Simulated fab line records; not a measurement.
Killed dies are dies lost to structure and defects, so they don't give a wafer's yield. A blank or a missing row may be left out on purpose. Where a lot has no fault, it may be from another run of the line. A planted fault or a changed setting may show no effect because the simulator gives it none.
Struck lot and sound lot, side by side || flow n5_finfet || 39 out of 1938 route steps
Sound: wafers L367.3, L367.5, L367.6. Struck: wafer L368.1. (L368.4 of the same lot was not struck and is left out.) The cause comes at the end.
Each step with rows lists, per side, the tool, then ch with its chambers, then its first start. Under that, the readings that differ: sound wafers || struck wafers || difference of the means || sigmas: that difference in standard deviations of wafers without a fault.
alike: same words and numbers on both sides, and readings whose means sit less than 2 such deviations apart. not compared: any withheld reading, any reading some wafer has no value for, any bound like >300 that may hide the same value, and any number with overlapping values for which the record gives no deviation.
Wherever a step has rows on one side only, a row that says differs or no value, or a row with sigmas, the two part there. When numbers do not overlap yet have no deviation, they are printed without sigmas and do not part them. A reading missing from all wafers of one side parts the sides only when that side holds two or more wafers.

first, 10 steps without rows for these wafers: N5_FIN_CUT_STRIP_22 (strips in N2/H2); N5_FIN_CUT_PRECLEAN_36 (cleans in O3/DIW, time 60 s); N5_FIN_CUT_SRD_32 (time 30 s); N5_FIN_CUT_UV_OZONE_34 (time 120 s); N5_STI_FIN_REVEAL_ALD_00 (deposits SiO2, target thk 1 nm, pulse time 1 s); N5_STI_FIN_REVEAL_ALD_14 (deposits Si3N4, target thk 3 nm); N5_STI_FIN_REVEAL_FCVD_FILL_01 (material SiO2 flowable, target thk 312 nm, time 512.2 s); N5_STI_FIN_REVEAL_DENSIFY_02 (time 1800 s); N5_STI_FIN_REVEAL_CMP_04 (polishes, stops on Si3N4, t overpolish 4 s, target thk 131.83 nm); N5_STI_FIN_REVEAL_DENSIFY_30.
N5_STI_FIN_REVEAL_ETCHBACK_08: etches SiO2 in C4F6/O2, target depth 30.5 nm, time 10.167 s.
  sound on rie_diel-05 ch 0,1,2, day 6 22:46; struck on rie_diel-03 ch 3, day 7 04:04
  alike: drypump_motor_current_A, mfc_ar_sccm, oes_product_au, rf_vpp_V, showerhead_plenum_p_Torr, throttle_valve_pct
  not compared: rf_hours_counter_h
then, 16 steps without rows for these wafers: N5_STI_FIN_REVEAL_STRIP_24 (strips in N2/H2, time 90 s); N5_STI_FIN_REVEAL_PRECLEAN_25 (cleans in SPM, time 90 s); N5_STI_FIN_REVEAL_PRECLEAN_26 (cleans in SC1, time 45 s); N5_STI_FIN_REVEAL_PRECLEAN_29 (cleans in DHF, time 30 s); N5_STI_FIN_REVEAL_SRD_12 (time 30 s); N5_STI_FIN_REVEAL_RECESS_09 (chemistry HF/NH3, target SiO2, afs cycles 11, target depth 42.5 nm, sublimation time 60 s); N5_STI_FIN_REVEAL_STRIP_16 (strips SiNx in H3PO4, target depth 23.8 nm); N5_STI_FIN_REVEAL_PRECLEAN_17 (cleans in NF3:NH3, afs cycles 1, time 20 s, sublimation time 60 s); N5_STI_FIN_REVEAL_ETCH_34 (etches Si in H2, material Si, target depth 0.97 nm); N5_STI_FIN_REVEAL_OXIDATION_31 (chemistry O2 PLASMA REMOTE, time 20 s); N5_STI_FIN_REVEAL_PRECLEAN_32 (cleans in NF3:NH3, afs cycles 1, time 20 s, sublimation time 60 s); N5_STI_FIN_REVEAL_STRIP_35 (strips Si3N4 in H3PO4, target depth 4 nm, time 39 s); N5_STI_FIN_REVEAL_SRD_21 (time 30 s); N5_STI_FIN_REVEAL_OXIDATION_33 (chemistry O2 PLASMA REMOTE, time 20 s); N5_STI_FIN_REVEAL_CLEAN_19 (cleans in O3/DIW, time 120 s); N5_STI_FIN_REVEAL_SRD_23 (time 30 s).
N5_STI_FIN_REVEAL_FIN_H_MEAS_10:
  sound: ocd-01 at day 7 04:23; struck: ocd-02 at day 7 07:01
{"reading": "trench_depth_nm (nm)", "sound": "52.7 52.6 51.7", "struck": 44.7, "difference": -7.6, "sigmas": -10}
then, 9 steps without rows for these wafers: N5_STI_FIN_REVEAL_PRECLEAN_18 (cleans in SC2, time 45 s); N5_STI_FIN_REVEAL_SRD_28 (time 30 s); N5_DUMMY_GATE_PRECLEAN_00 (cleans in O3/DIW, time 60 s); N5_DUMMY_GATE_SRD_01 (time 30 s); N5_DUMMY_GATE_ALD_02 (deposits SiO2, target thk 2 nm, pulse time 1 s); N5_DUMMY_GATE_CVD_03 (deposits a-Si from SiH4, target thk 150 nm, time 8042 s); N5_DUMMY_GATE_PRECLEAN_46 (cleans in DIW, time 89.5 s); N5_DUMMY_GATE_SRD_47 (dry time 32 s); N5_DUMMY_GATE_CMP_04 (polishes a-Si).
-- a jump in the record: the struck wafers' starts before and after are 5 days apart (it breaks off in module DUMMY_GATE and resumes in module BEOL_M4, where the first step shown is number 1111 of the route) --
N5_BEOL_M4_RC_MEAS_101:
  sound on prober-01 ch 0, day 12 03:37; struck on prober-02 ch 0, day 12 09:46
{"reading": "DIBL_N (mV/V)", "sound": "37.0 37.7 36.9", "struck": 60.0, "difference": "+22.8", "sigmas": "+13"}
{"reading": "DIBL_P (mV/V)", "sound": "37.7 38.0 36.7", "struck": 46.4, "difference": "+8.9", "sigmas": "+4"}
{"reading": "IOFF_N (nA/um)", "sound": "0.157 0.160 0.158", "struck": 2.456, "difference": "+2.298", "sigmas": "+82"}
{"reading": "IOFF_N_85C (nA/um)", "sound": "3.1 3.2 3.1", "struck": 30.8, "difference": "+27.7", "sigmas": "+60"}
{"reading": "IOFF_N_LIN (nA/um)", "sound": "0.073 0.073 0.073", "struck": 0.113, "difference": "+0.040", "sigmas": "+4"}
{"reading": "IOFF_P (nA/um)", "sound": "0.21 0.20 0.19", "struck": 1.19, "difference": "+0.99", "sigmas": "+29"}
{"reading": "IOFF_P_85C (nA/um)", "sound": "3.7 3.5 3.3", "struck": 15.6, "difference": "+12.1", "sigmas": "+25"}
{"reading": "IOFF_P_LIN (nA/um)", "sound": "0.097 0.093 0.090", "struck": 0.136, "difference": "+0.043", "sigmas": "+3"}
{"reading": "ION_N (uA/um)", "sound": "676 668 673", "struck": 580, "difference": -92, "sigmas": -8}
{"reading": "ION_P (uA/um)", "sound": "463 460 455", "struck": 397, "difference": -62, "sigmas": -7}
{"reading": "REXT_N (ohm.um)", "sound": "75.4 74.2 74.5", "struck": 83.0, "difference": "+8.3", "sigmas": "+4"}
{"reading": "REXT_P (ohm.um)", "sound": "101.3 99.1 101.2", "struck": 109.6, "difference": "+9.1", "sigmas": "+4"}
{"reading": "SS_N (mV/dec)", "sound": "71.7 71.7 72.4", "struck": 105.9, "difference": "+34.0", "sigmas": "+52"}
{"reading": "SS_P (mV/dec)", "sound": "73.4 74.1 73.3", "struck": 89.3, "difference": "+15.7", "sigmas": "+23"}
{"reading": "VT_N (mV)", "sound": "250 251 250", "struck": 258, "difference": "+8", "sigmas": "+2"}
  alike: VT_P
-- the record jumps here: 5 days lie between the struck wafers' starts before and after (it left off in module BEOL_M4 and takes up again in module PASSIVATION, whose first step shown is number 1936 of the route) --
N5_PASSIVATION_PROBE_49:
  sound: prober-02 at day 16 13:32; struck: prober-01 at day 16 22:37
{"reading": "defect_limited_yield (%)", "sound": "93.9 93.6 91.9", "struck": 89.5, "difference": -3.6, "sigmas": -2}
{"reading": "killed_at_M0_to_M3", "sound": "25 21 36", "struck": 55, "difference": "+28", "sigmas": "+3"}
{"reading": "killed_dies", "sound": "72 75 96", "struck": 124, "difference": "+43", "sigmas": "+2"}
{"reading": "killed_open", "sound": "47 44 55", "struck": 93, "difference": "+44", "sigmas": "+3"}
{"reading": "sort_bin_4_leakage (%)", "sound": "0 0 0", "struck": 89.49, "difference": "+89.49", "sigmas": ""}
{"reading": "sort_bin_5_function (%)", "sound": "3.5 4.2 4.9", "struck": 7.5, "difference": "+3.3", "sigmas": "+3"}
{"reading": "sort_n_pass", "sound": "1108 1105 1084", "struck": 0, "difference": -1099, "sigmas": -58}
{"reading": "sort_yield_pct (%)", "sound": "93.9 93.6 91.9", "struck": 0, "difference": -93, "sigmas": -58}
  alike: killed_at_M4_up, killed_at_contacts, killed_at_front_end, killed_at_other, killed_short, sort_bin_6_memory

WHERE THEY PART
Earliest at N5_STI_FIN_REVEAL_FIN_H_MEAS_10; latest, in this record, at N5_PASSIVATION_PROBE_49.

WHY: what had been put in by the simulator
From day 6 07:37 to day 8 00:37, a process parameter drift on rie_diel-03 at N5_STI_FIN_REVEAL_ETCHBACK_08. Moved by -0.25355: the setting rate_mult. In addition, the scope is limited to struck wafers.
